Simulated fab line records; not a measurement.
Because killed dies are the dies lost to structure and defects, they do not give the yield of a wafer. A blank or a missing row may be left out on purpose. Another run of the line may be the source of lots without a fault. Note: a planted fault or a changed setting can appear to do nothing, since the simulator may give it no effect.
Chamber matching ; flow n5-finfet ; N5_BEOL_M6_CURE_75 on uv-cure-02: 3 sister chambers
The step cures SiCOH lowk, time 120 s. 6 wafers are shown with their chamber, then 7 later ones without.

== EACH WAFER AND ITS CHAMBER ==
wafer;chamber;wafer_temp_C_max;lamp-power-pct (%)
L351.3;0;372.3;52.32
L351.5;0;372.1;52.22
L352.5;1;371.8;52.29
L352.6;1;371.8;52.27
L356.2;2;371.5;52.28
L356.3;2;371.7;52.30

== WAFERS WHOSE CHAMBER IS MISSING ==
wafer;wafer_temp_C_max;lamp-power-pct (%)
L356.6;371.8;52.23
L359.1;371.4;52.28
L359.2;371.4;52.29
L359.6;371.4;52.38
L364.2;370.8;52.28
L364.5;371.4;52.29
L364.6;371.6;52.35

== EACH ONE'S CHAMBER ==
wafer;from the rows above;in truth
L356.6;can't be placed: 1 or 2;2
L359.1;can't be placed: 2 or 1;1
L359.2;can't be placed: 2 or 1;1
L359.6;can't be placed: 2 or 1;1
L364.2;can't be placed: 2 or 1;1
L364.5;can't be placed: 2 or 1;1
L364.6;can't be placed: 2 or 1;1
Placed correctly: 0 of 7. Can't be placed from these rows: 7 (the true chamber is among the candidates in 7). Placed wrongly: 0.
How it was worked out, from the rows above alone: a wafer's distance from a chamber is the root of the sum, over the readings, of the square of ((its reading less the chamber's mean) divided by the reading's scatter). The wafer belongs to the nearest chamber; if the next one is less than 2 further off, it can't be placed. For every chamber, the mean is computed from those of its wafers that are shown. The scatter: the root of (the sum of the squares of (reading less its chamber's mean) over the shown wafers, divided by (wafers less chambers)).
